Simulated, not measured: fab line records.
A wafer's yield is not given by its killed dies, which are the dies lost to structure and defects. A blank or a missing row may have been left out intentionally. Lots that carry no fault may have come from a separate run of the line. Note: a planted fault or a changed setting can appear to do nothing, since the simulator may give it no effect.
fab line records	flow n5-finfet
[record] lots = 4	wafers = 12	last-day = 16
route steps=1938 shown BEOL_M11@1566 BEOL_M12@1602 BEOL_M15@1830 PASSIVATION@1936
lots with no fault: from the same line, run without faults
start-h: hours from the record's first day to the start of the lot's first wafer shown	wait-h: hours since the lot's step before	" repeats the value in the row above	L1.1+2: a row that stands for several wafers	- value missing, or start not given	* or withheld: withheld	< > ~ a bound
route shown NAME@n: names a module that has steps shown in the file, with the first one's number in the route	usual: mean/standard deviation of fault-free wafers	same: alike in all rows	chamber/n: place in a boat	sites: per-site readings	_std_site: their standard deviation	_edge_site: inner sites' mean taken away from outer sites' mean	radius-mm: how far each site lies from the wafer's centre	mask NAME#n: copy n	behind: tool/chamber where the wafer was last shaped	hold: the reason the lot was held/the length of the hold in hours/how it ended	device: whichever transistor did not switch (one of n, p or np)	end of line: the tests these same wafers got at the end of their route	a step without rows: its recipe alone	killed: dies that structure and defects cost at the first sort, which is not the same as the wafer's yield	map: shows each die of a wafer: x if killed, . if not, _ if none is there
set.NAME: setting as actually run; set.NAME@STEP: the setting as run at that earlier step	model.NAME: the simulator's own value behind a step, which no gauge read
a table for each step, a row for each wafer; lots at some steps of the route
services: when a tool's chamber went out of use (start-h, in hours from the record's first day, below 0 if earlier), for how many hours, and the reason
[[steps]]
[step N5_BEOL_M11_PEB_26]
[recipe] peb-temp-c = withheld	peb-time-s = 60	resist = CAR-ArF
[step N5_BEOL_M11_DEVELOP_27]
[recipe] develop-time-s = 30	developer = TMAH	resist = CAR-ArF	rinse-liquid = diw	dry = air-spin	dev-temp-c = 23
[step N5_BEOL_M11_DESCUM_33]
[recipe] chemistry = O2	time-s = 7.9	source-power-w = 50	bias-power-w = 20	pressure-mtorr = 20	rf-frequency-hz = 2.712e+07	temp-c = 40	resist = CAR-ArF	o2-flow-sccm = 225
[step N5_BEOL_M11_ETCH_65]
[recipe] chemistry = CF4	target = SiARC	target-depth-a = 390	mask-material = CAR-ArF	time-s = 65	ion-energy-ev = 80	pressure-mtorr = 40	source-w = 545	bias-w = 36	Ar_flow_sccm = 100	cf4-flow-sccm = 100	ends = cleared
[step N5_BEOL_M11_ETCH_66]
[recipe] chemistry = N2/H2	target = SOC	target-depth-a = 1200	overetch-a = 240	mask-material = SiARC	temp-c = 40	time-s = 180	ion-energy-ev = 200	pressure-mtorr = 30	source-w = 840	bias-w = 150	n2-flow-sccm = 200	h2-flow-sccm = 200
[step N5_BEOL_M11_STRIP_69]
[recipe] chemistry = N2/H2	temp-c = 40	n2-flow-sccm = 200	h2-flow-sccm = 200	rf-frequency-hz = 6e+07
[step N5_BEOL_M11_VIA_ETCH_34]
[recipe] chemistry = C4F6/O2	target = SiCOH_lowk	target-depth-a = 1845	mask-material = SOC	taper-deg = 4	time-s = 69.2	ion-energy-ev = 250	pressure-mtorr = 30	source-w = 345	bias-w = 185	Ar_flow_sccm = 300	C4F6_flow_sccm = 10	O2_flow_sccm = 10
[step N5_BEOL_M11_STRIP_73]
[recipe] chemistry = C4F6/O2	resist = SiARC	rf-frequency-hz = 6e+07
[step N5_BEOL_M11_STRIP_36]
[recipe] chemistry = N2/H2	power-w = 450	temp-c = 40	pressure-mtorr = 20	rf-frequency-hz = 6e+07	overash-fraction = 0.3	bias-power-w = 7	h2-frac = 0.5	n2-flow-sccm = 200	h2-flow-sccm = 200
[step N5_BEOL_M11_TRENCH_ETCH_37]
[recipe] chemistry = C4F6/O2	target-depth-a = 1488.3	target = SiCOH_lowk	time-s = 48	ion-energy-ev = 250	pressure-mtorr = 30	source-w = 345	bias-w = 185	Ar_flow_sccm = 300	C4F6_flow_sccm = 10	O2_flow_sccm = 10
[usual] drypump-motor-current-A = 5.7/0.43	oes_ar_750_au = 0.80/0.075	oes-product-au = 0.80/0.08	rf-vpp-V = 662/13	showerhead-plenum-p-Torr = 2.81/0.099	throttle-valve-pct = 20.96/0.21
lot.wafer	tool	chamber	start-h	wait-h	drypump-motor-current-A	oes_ar_750_au	oes-product-au	rf-hours-counter-h	rf-vpp-V	showerhead-plenum-p-Torr	throttle-valve-pct	model.etch.depth-nm	model.BEOL_M11.feature-depth-nm	model.TiN_of_BEOL_M11_HM_DEP_02.thk-nm
L659.3	rie-diel-02	3	254.86	-	5.4	0.71	0.71	183	689	2.83	20.96	147.1	147	15.8
L659.5	"	1	"	"	5.2	0.85	0.86	-	656	2.78	20.60	150.9	150.8	15.4
L659.6	"	0	"	"	5.0	0.76	0.76	-	649	2.63	21.11	148.2	148.2	16
L669.2	rie-diel-04	1	314.69	-	6.2	0.78	0.77	139	654	2.86	20.94	151	151	15.8
L669.3	"	3	"	"	6.1	0.87	0.87	46	663	2.79	20.89	152.2	152.2	15.4
L669.5	"	2	"	"	5.5	0.86	0.88	-	655	2.90	20.86	149.3	149.2	15.6
L668.2	rie-diel-02	0	314.92	-	5.0	0.75	0.75	190	647	2.62	21.16	149.9	149.8	16
L668.3	"	3	"	"	5.5	0.70	0.70	203	687	2.82	21.01	148.9	149	16
L668.6	"	2	"	"	5.8	0.95	0.80	-	676	2.81	20.60	109.1	109.2	17.2
L670.4	rie-diel-02	0	326.80	-	5.0	0.75	0.74	193	649	2.62	21.16	149.4	149.4	15.8
L670.5	"	2	"	"	5.7	0.95	0.79	-	676	2.80	20.59	109.7	109.8	16.8
L670.6	"	3	"	"	5.4	0.69	0.70	-	687	2.82	21.02	149.5	149.4	15.8
[step N5_BEOL_M11_ETCH_41]
[recipe] chemistry = CH3F/O2	target = SiCN	target-depth-a = 426	taper-deg = 2	time-s = 86	ion-energy-ev = 120	mask-material = TiN	pressure-mtorr = 30	source-w = 395	bias-w = 75	Ar_flow_sccm = 150	CH3F_flow_sccm = 30	O2_flow_sccm = 20
[step N5_BEOL_M11_STRIP_77]
[recipe] chemistry = N2/H2	time-s = 10	power-w = 450	temp-c = 40	pressure-mtorr = 20	rf-frequency-hz = 6e+07	bias-power-w = 7	n2-flow-sccm = 200	h2-flow-sccm = 200
[step N5_BEOL_M11_OCD_MEAS_38]
[usual] trench-depth-nm = 149.1/2.5
lot.wafer	tool	chamber	start-h	wait-h	trench-depth-nm
L659.3	ocd-01	-	255.05	-	147.0
L659.5	"	-	"	"	151.1
L659.6	"	-	"	"	148.1
L669.2	ocd-02	-	314.87	-	151.5
L669.3	"	-	"	"	152.0
L669.5	"	-	"	"	149.4
L668.2	ocd-02	-	315.10	-	150.3
L668.3	"	-	"	"	148.9
L668.6	"	-	"	"	109.0
L670.4	ocd-01	-	326.98	-	149.2
L670.5	"	-	"	"	110.1
L670.6	"	-	"	"	149.9
[step N5_BEOL_M11_HM_STRIP_39]
[recipe] chemistry = peroxide-tin-strip	material = TiN	target-depth-a = 250	temp-c = 50	time-s = 158
[step N5_BEOL_M11_SRD_40]
[recipe] time-s = 30	temp-c = 23	rinse-liquid = diw	dry = ipa-marangoni
[step N5_BEOL_M11_PRECLEAN_42]
[recipe] chemistry = residue-remover	time-s = 60	temp-c = 40
[step N5_BEOL_M11_SRD_43]
[recipe] time-s = 30	temp-c = 23	rinse-liquid = diw	dry = ipa-marangoni
[step N5_BEOL_M11_CURE_72]
[recipe] temp-c = 370	time-s = 120	ambient = DMADMS/He	material = SiCOH_lowk
[step N5_BEOL_M11_DEGAS_44]
[recipe] ambient = vacuum	temp-c = 250	time-s = 60
[step N5_BEOL_M11_PRE_CLEAN_45]
[recipe] gas = H2/He	time-s = 30	temp-c = 250
[step N5_BEOL_M11_ALD_74]
[recipe] material = TaN	target-thk-a = 20	temp-c = 275	ald-precursor-family = PDMAT	ald-co-reactant = NH3	pressure-torr = 3	carrier-flow-sccm = 1500	pulse-time-s = 2	purge-time-s = 3	co-reactant-purge-time-s = 2	co-reactant-pulse-time-s = 3	ald-cycles = 40	precursor-vessel-temp-c = 75	precursor-vessel-pressure-torr = 26.25	precursor-vessel-carrier-sccm = 1000
[step N5_BEOL_M11_SURFACE_TREAT_76]
[recipe] gas = Ar	time-s = *	ion-energy-ev = *	ion-current-ma-cm2 = 0.5	pressure-mtorr = *	ar-flow-sccm = 30
[step N5_BEOL_M11_CVD_75]
[recipe] material = Co	target-thk-a = 20	temp-c = withheld	precursor = CCTBA/H2	pressure-torr = 30	time-s = 138.9
[step N5_BEOL_M11_SPUTTER_48]
[recipe] material = Cu	target-thk-a = 120	temp-c = -20	bias-v = 60	power-w = 26000	chamber-pressure-pa = 0.13	time-s = 2
[step N5_BEOL_M11_ECD_50]
[recipe] material = Cu	target-thk-a = 3180
[step N5_BEOL_M11_ANNEAL_51]
[recipe] temp-c = 225	time-s = 90	ambient = N2
[step N5_BEOL_M11_CMP_52]
[recipe] stop-on = SiCOH_lowk	t-overpolish-s = 7	down-force-psi = 1	platen-rpm = 50	clearing-platen-down-force-psi = 1.5	clearing-platen-rpm = 50	post-cmp-clean = cu-alkaline	target-thk-nm = 140	clearing-platen-pad-velocity-m-s = 0.99484	pad-velocity-m-s = 0.99484
[usual] motor-current-A = 5.6/0.57
lot.wafer	tool	chamber	start-h	wait-h	motor-current-A	model.Cu_of_BEOL_M11_ECD_50.thk-nm
L659.3	cmp-04	3	257.30	0.3	6.1	139.4
L659.6	"	1	"	"	6.8	139.4
L659.5	"	2	"	"	5.5	141.2
L669.3	cmp-01	0	316.93	0.2	5.8	143.4
L669.2	"	2	"	"	6.7	141.8
L669.5	"	3	"	"	5.5	139.8
L668.3	cmp-04	0	317.56	0.4	5.5	139.4
L668.2	"	1	"	"	6.8	142.4
L668.6	"	3	"	"	5.9	101.4
L670.4	cmp-04	3	329.51	0.2	6.0	141.6
L670.5	"	0	"	"	5.6	100.4
L670.6	"	1	"	"	6.4	142
[step N5_BEOL_M11_THK_MEAS_53]
[recipe] thk-meas-gauge = xrf	reads = Cu_of_BEOL_M11_ECD_50
[usual] M11_THK = 141.4/2.8
lot.wafer	tool	chamber	start-h	wait-h	M11_THK[nm]
L659.3	film-metro-01	-	257.52	-	139.7
L659.5	"	-	"	"	141.1
L659.6	"	-	"	"	139.9
L669.2	film-metro-02	-	317.19	-	143.0
L669.3	"	-	"	"	144.1
L669.5	"	-	"	"	140.7
L668.2	film-metro-01	-	317.78	-	143.3
L668.3	"	-	"	"	140.2
L668.6	"	-	"	"	102.1
L670.4	film-metro-02	-	329.69	-	142.3
L670.5	"	-	"	"	100.8
L670.6	"	-	"	"	142.6
[step N5_BEOL_M11_PRE_CLEAN_55]
[recipe] gas = NH3	time-s = 15	temp-c = withheld	rf-power-w = 300
[step N5_BEOL_M11_DEP_56]
[recipe] material = SiCN	target-thk-a = 300	temp-c = withheld	precursor = 3MS/NH3	pressure-torr = 3	rf-w = 675	time-s = 10.5
[step N5_BEOL_M11_RS_MEAS_57]
[recipe] thk-meas-gauge = four-point-probe	reads = Cu_of_BEOL_M11_ECD_50+Co_of_BEOL_M11_CVD_75+TaN_of_BEOL_M11_ALD_74
[usual] M11_RS = 0.150/0.0031
lot.wafer	tool	chamber	start-h	wait-h	M11_RS[ohm/sq]
L659.3	film-metro-02	-	257.64	0.0	0.151
L659.5	"	-	"	"	0.150
L659.6	"	-	"	"	0.152
L669.2	film-metro-02	-	317.32	0.0	0.149
L669.3	"	-	"	"	0.147
L669.5	"	-	"	"	0.151
L668.2	film-metro-02	-	317.90	0.0	0.148
L668.3	"	-	"	"	0.151
L668.6	"	-	"	"	0.217
L670.4	film-metro-02	-	329.82	0.0	0.149
L670.5	"	-	"	"	0.219
L670.6	"	-	"	"	0.148
[step N5_BEOL_M12_ILD_DEP_00]
[recipe] material = SiOC	target-thk-a = 6589.2	temp-c = 350	precursor = DEMS/O2	pressure-torr = 5	rf-w = 500	time-s = 130.7
[step N5_BEOL_M12_COAT_58]
[recipe] resist = BARC	temp-c = 205	time-s = 60	spin-rpm = 1500	resist-thk-nm = 89
[step N5_BEOL_M12_COAT_04]
[recipe] spin-rpm = 1625	resist-thk-nm = 400
[step N5_BEOL_M12_EBR_06]
[recipe] solvent = PGMEA	ebr-width-mm = 1.5
[step N5_BEOL_M12_SOFTBAKE_05]
[recipe] temp-c = 130	time-s = 60
[step N5_BEOL_M15_RC_MEAS_101]
[usual] COMB_M10 = 1.4e-11/2.8e-12	COMB_M12 = 5.7e-12/1.3e-12	COMB_M12_max_site = 8.4e-12/2.1e-12	COMB_M13 = 4.2e-12/8.2e-13	COMB_M14 = 2.9e-12/7.7e-13	COMB_M15 = 1.9e-12/6.3e-13	COMB_M15_max_site = 3e-12/9.6e-13	COMB_M5 = 3.6e-11/7.3e-12	COMB_M6 = 2.4e-11/5.4e-12	COMB_M7 = 2.5e-11/5.2e-12	COMB_M7_max_site = 3.6e-11/9e-12	COMB_M8 = 2.4e-11/4.9e-12	COMB_M9 = 1.38e-11/2.6e-12	SERP_M10 = 3.02/0.076	SERP_M11 = 3.04/0.08	SERP_M11_max_site = 3.14/0.09	SERP_M12 = 0.634/0.014	SERP_M13 = 0.308/0.0066	SERP_M14 = 0.1579/0.003	SERP_M5 = 38.8/1.6	SERP_M6 = 13.5/0.52	SERP_M7 = 13.4/0.56	SERP_M8 = 13.5/0.46	SERP_M9 = 3.04/0.08
lot.wafer	tool	chamber	start-h	wait-h	COMB_M10[S/m]	COMB_M12[S/m]	COMB_M12_max_site[S/m]	COMB_M13[S/m]	COMB_M14[S/m]	COMB_M15[S/m]	COMB_M15_max_site[S/m]	COMB_M5[S/m]	COMB_M6[S/m]	COMB_M7[S/m]	COMB_M7_max_site[S/m]	COMB_M8[S/m]	COMB_M9[S/m]	SERP_M10[ohm/um]	SERP_M11[ohm/um]	SERP_M11_max_site[ohm/um]	SERP_M12[ohm/um]	SERP_M13[ohm/um]	SERP_M14[ohm/um]	SERP_M5[ohm/um]	SERP_M6[ohm/um]	SERP_M7[ohm/um]	SERP_M8[ohm/um]	SERP_M9[ohm/um]
L659.3	prober-02	0	291.24	0.3	1.34e-11	4.3e-12	5.4e-12	5.6e-12	2.8e-12	1.9e-12	2.7e-12	4e-11	2.2e-11	2e-11	2.4e-11	2.5e-11	1.38e-11	2.92	3.09	3.17	0.644	0.303	0.1574	37.7	14.1	13.8	14.7	2.99
L659.5	"	0	"	"	1.29e-11	3.7e-12	4.7e-12	5e-12	2.9e-12	1.3e-12	2.1e-12	2.3e-11	2.7e-11	2.7e-11	3.7e-11	2.9e-11	9.7e-12	3.02	3.01	3.24	0.645	0.301	0.1582	38.1	13.3	12.7	13.9	3.01
L659.6	"	0	"	"	1.59e-11	4.6e-12	5.8e-12	5.1e-12	2.7e-12	1.3e-12	2.2e-12	3.1e-11	2.4e-11	2.5e-11	3.4e-11	2.6e-11	1.85e-11	2.94	3.05	3.14	0.652	0.309	0.1567	38.4	13.9	12.3	13.2	2.98
L669.2	prober-02	0	347.08	0.6	8.5e-12	5.5e-12	7.3e-12	4.7e-12	3.6e-12	1.3e-12	2.8e-12	5e-11	2.3e-11	3.1e-11	4e-11	2.3e-11	1.07e-11	2.97	3.02	3.09	0.627	0.301	0.1532	38.1	12.7	12.8	12.8	3.03
L669.3	"	0	"	"	1.2e-11	6.1e-12	9e-12	3.3e-12	3.7e-12	1.1e-12	2e-12	3.2e-11	2.6e-11	1.8e-11	2.1e-11	2.9e-11	1.41e-11	2.91	2.96	3.07	0.636	0.312	0.1557	40.5	13.5	13.7	13.1	3.12
L669.5	"	0	"	"	8.8e-12	5.6e-12	7.3e-12	4.5e-12	1.9e-12	2.2e-12	2.8e-12	5e-11	2.3e-11	2.5e-11	3.4e-11	2.5e-11	1.21e-11	2.95	3.03	3.07	0.646	0.305	0.1554	38.5	12.9	12.1	13.4	2.92
L668.2	prober-02	0	348.01	1.1	1.24e-11	7e-12	9.3e-12	4.5e-12	4e-12	1.9e-12	4.1e-12	3.4e-11	2.3e-11	2.2e-11	3.1e-11	2.3e-11	1.63e-11	3.03	3.03	3.07	0.613	0.317	0.1564	39.7	13.5	13.4	13.2	3.00
L668.3	"	0	"	"	1.15e-11	4.1e-12	6e-12	4.6e-12	2.9e-12	1.2e-12	1.6e-12	2.7e-11	2.1e-11	3.4e-11	4.4e-11	2.7e-11	1.49e-11	3.12	3.10	3.17	0.629	0.303	0.1521	39.6	14.1	13.4	13.9	3.06
L668.6	"	0	"	"	1.14e-11	6.5e-12	1.05e-11	4.8e-12	2.9e-12	9e-13	2.1e-12	3.6e-11	2.1e-11	2.2e-11	3e-11	2.9e-11	1.39e-11	3.14	4.42	4.52	0.642	0.303	0.1537	39.7	13.1	13.9	13.8	3.22
L670.4	prober-01	0	360.18	0.5	1.54e-11	5.6e-12	6.9e-12	3.5e-12	3.7e-12	2.5e-12	3.5e-12	4.3e-11	2e-11	2.8e-11	4.7e-11	2.1e-11	1.5e-11	2.90	3.09	3.13	0.642	0.302	0.1543	40.5	12.6	13.8	13.0	3.01
L670.5	"	0	"	"	1.17e-11	5.6e-12	8.2e-12	5.4e-12	3e-12	2.1e-12	2.5e-12	2.9e-11	2.6e-11	1.8e-11	2.3e-11	2.7e-11	1.69e-11	2.90	4.54	4.62	0.666	0.304	0.1576	43.7	13.6	13.3	13.6	3.14
L670.6	"	0	"	"	1.58e-11	4.9e-12	6.3e-12	4.9e-12	3.1e-12	2.5e-12	3.3e-12	3.4e-11	1.9e-11	2.4e-11	4e-11	2.9e-11	1.22e-11	3.01	3.05	3.19	0.662	0.303	0.1576	38.3	12.7	13.2	13.2	3.11
// sites SERP_M11 radius-mm=0,75,75,75,75,140,140,140,140
L659.3 3.17 3.08 3.09 3.15 3.08 3.08 3.12 3.11 3.05
L669.2 3.07 3.05 3.04 3.09 3.02 2.94 2.94 2.87 2.94
L668.2 2.97 3.05 3.01 2.96 3.03 3.03 3.03 3.07 3.05
L670.4 3.09 3.12 3.05 3.08 3.11 3.06 3.09 3.05 3.13
[step N5_PASSIVATION_PROBE_49]
[usual] defect-limited-yield = 91.3/1.5	killed_at_M0_to_M3 = 31/11	killed_at_M4_up = 14/5.1	killed-at-contacts = 12/5.6	killed-at-front-end = 42/12	killed-at-other = 3.8/2.9	killed-dies = 103/18	killed-on-rim = 14/4.5	killed-open = 67/14	killed-short = 33/8	sort_bin_5_function = 5.1/1	sort_bin_6_memory = 3.2/0.75	sort_bin_8_speed = 0/0	sort-n-pass = 1077/18
[same] gross-dies = 1180	killed-at-back-side = 0	sort_bin_4_leakage[%] = 0
lot.wafer	tool	chamber	start-h	wait-h	defect-limited-yield[%]	killed_at_M0_to_M3	killed_at_M4_up	killed-at-contacts	killed-at-front-end	killed-at-other	killed-dies	killed-on-rim	killed-open	killed-short	sort_bin_5_function[%]	sort_bin_6_memory[%]	sort_bin_8_speed[%]	sort-n-pass
L669.2	prober-01	-	364.30	0.1	92.7	15	17	14	39	1	86	16	49	33	4.4	2.3	0	1094
L669.3	prober-01	-	364.35	0.1	90.6	21	14	18	58	0	111	15	81	26	6.1	2.9	0	1069
L669.5	prober-01	-	364.45	0.2	89.2	32	21	15	58	2	128	22	82	44	6.7	3.9	0	1052
L668.2	prober-01	-	364.69	0.1	91.4	25	13	12	48	3	101	19	66	33	5.8	2.7	0	1079
L668.3	prober-01	-	364.74	0.1	92.9	21	5	9	44	5	84	16	50	21	4.1	2.0	0	1096
L668.6	prober-01	-	364.89	0.3	92.8	19	16	4	41	5	85	17	50	25	4.6	1.8	0.08	1095
L670.4	prober-02	-	374.18	0.2	89.9	36	10	14	52	7	119	14	79	40	5.8	4.2	0	1061
L670.5	prober-02	-	374.23	0.2	90.7	37	16	4	49	4	110	16	72	33	5.8	3.1	0.34	1070
L670.6	prober-02	-	374.28	0.3	91.6	35	16	6	34	8	99	9	70	29	5.8	2.5	0	1081
// killed by level:class
L669.2 MOL_CONTACT_COAG:geometric-particle:open=11 FIN_SAQP:geometric-particle:short=7 FIN_SAQP:geometric-particle:open=6 GATE_CUT:geometric-particle:open=5 GATE_CUT:geometric-particle:short=5 BEOL_M4:geometric-particle:short=5 STI_FIN_REVEAL:geometric-particle:open=4 BEOL_M1:geometric-particle:open=4
L669.3 MOL_CONTACT_COAG:geometric-particle:open=17 STI_FIN_REVEAL:geometric-particle:open=16 FIN_SAQP:geometric-particle:open=11 FIN_SAQP:geometric-particle:short=6 BEOL_M0_SAQP:geometric-particle:open=6 GATE_CUT:geometric-particle:short=5 STARTING-WAFER:geometric-particle:open=5 BEOL_M1:geometric-particle:open=4
L669.5 STI_FIN_REVEAL:geometric-particle:open=27 MOL_CONTACT_COAG:geometric-particle:open=12 BEOL_M4:geometric-particle:open=9 BEOL_M0_SAQP:geometric-particle:short=8 FIN_SAQP:geometric-particle:short=7 STI_FIN_REVEAL:geometric-particle:short=6 BEOL_M1:geometric-particle:open=6 BEOL_M0_SAQP:geometric-particle:open=5
L668.2 BEOL_M3:geometric-particle:open=15 STI_FIN_REVEAL:geometric-particle:open=12 MOL_CONTACT_COAG:geometric-particle:open=11 FIN_SAQP:geometric-particle:short=10 FIN_SAQP:geometric-particle:open=7 GATE_CUT:geometric-particle:short=5 BEOL_M0_SAQP:geometric-particle:short=4 BEOL_M4:geometric-particle:open=4
L668.3 BEOL_M3:geometric-particle:open=11 HKMG_FIN:area-etch=11 STARTING-WAFER:geometric-particle:open=6 FIN_SAQP:geometric-particle:short=6 STI_FIN_REVEAL:geometric-particle:open=5 MOL_CONTACT_COAG:geometric-particle:open=5 DUMMY_GATE:geometric-particle:short=4 DUMMY_GATE:geometric-particle:open=4
L668.6 BEOL_M3:geometric-particle:open=10 HKMG_FIN:area-etch=9 FIN_SAQP:geometric-particle:short=8 BEOL_M4:geometric-particle:open=8 FIN_SAQP:geometric-particle:open=4 STI_FIN_REVEAL:geometric-particle:open=4 MOL_CONTACT_COAG:geometric-particle:open=4 STARTING-WAFER:geometric-particle:short=4
L670.4 FIN_SAQP:geometric-particle:open=18 MOL_CONTACT_COAG:geometric-particle:open=10 BEOL_M0_SAQP:geometric-particle:open=8 BEOL_M1:geometric-particle:open=8 FIN_SAQP:geometric-particle:short=7 STI_FIN_REVEAL:geometric-particle:open=7 BEOL_M0_SAQP:geometric-particle:short=7 BEOL_M0:geometric-particle:open=7
L670.5 FIN_SAQP:geometric-particle:open=13 BEOL_M1:geometric-particle:open=9 BEOL_M0_SAQP:geometric-particle:open=8 STI_FIN_REVEAL:geometric-particle:open=7 DUMMY_GATE:geometric-particle:open=7 FIN_SAQP:geometric-particle:short=6 BEOL_M3:geometric-particle:open=5 DUMMY_GATE:geometric-particle:short=4
L670.6 BEOL_M0_SAQP:geometric-particle:short=11 STI_FIN_REVEAL:geometric-particle:open=10 FIN_SAQP:geometric-particle:open=8 DUMMY_GATE:geometric-particle:open=6 MOL_CONTACT_COAG:geometric-particle:open=6 BEOL_M0_SAQP:geometric-particle:open=6 BEOL_M1:geometric-particle:open=6 BEOL_M2:geometric-particle:open=5
[[services]]
tool	chamber	start-h	hours	kind
cmp-01	-	231.02	3.8	repair
cmp-01	-	242.13	4.0	pm
cmp-01	-	246.13	-	consumable-replace:conditioner
cmp-01	-	246.13	-	consumable-replace:pad
cmp-01	-	257.31	0.7	repair
cmp-04	-	257.55	19.6	repair
rie-diel-02	0	259.82	6.2	repair
rie-diel-02	2	266.34	-	clean
rie-diel-02	2	266.34	-	consumable-replace:focus-ring
rie-diel-02	2	266.34	18.4	scheduled-down
rie-diel-02	2	266.34	18.4	vent-cycle
rie-diel-04	2	277.56	5.6	repair
cmp-01	-	290.15	2.1	repair
cmp-04	-	293.90	0.8	repair
cmp-01	-	302.33	2.1	repair
cmp-04	-	326.72	2.6	repair
cmp-01	-	326.75	4.6	pm
[[key]]
[first-sign] step = N5_BEOL_M11_OCD_MEAS_38	reading = trench-depth-nm	direction = down	sigmas = 16	usual = 149.1	struck = 109.5
[effect] step = N5_BEOL_M11_THK_MEAS_53	reading = M11_THK	direction = down	sigmas = 14	usual = 141.4	struck = 101.5
[effect] step = N5_BEOL_M11_RS_MEAS_57	reading = M11_RS	direction = up	sigmas = 22	usual = 0.150	struck = 0.218
[effect] step = N5_BEOL_M15_RC_MEAS_101	reading = SERP_M11	direction = up	sigmas = 18	usual = 3.04	struck = 4.48
[model-effect] step = N5_BEOL_M11_TRENCH_ETCH_37	value = etch.depth-nm	without = 152.4	struck = 109.4
[model-effect] step = N5_BEOL_M11_CMP_52	value = Cu_of_BEOL_M11_ECD_50.thk-nm	without = 143.8	struck = 100.9
met-at N5_BEOL_M11_TRENCH_ETCH_37
struck-wafers L668.6,L670.5
[baseline-loss] step = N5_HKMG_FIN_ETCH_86	wafers = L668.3
[fault] kind = process-parameter-drift	tool = rie-diel-02	chamber = 2	onset-h = 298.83	steps = N5_BEOL_M11_TRENCH_ETCH_37	channel = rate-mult	offset = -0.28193	shape = step	end-h = 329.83
// baseline-loss: these wafers lose ten dies or more at that step, a loss of the line's own and not of a fault; the sort's usual values leave them out
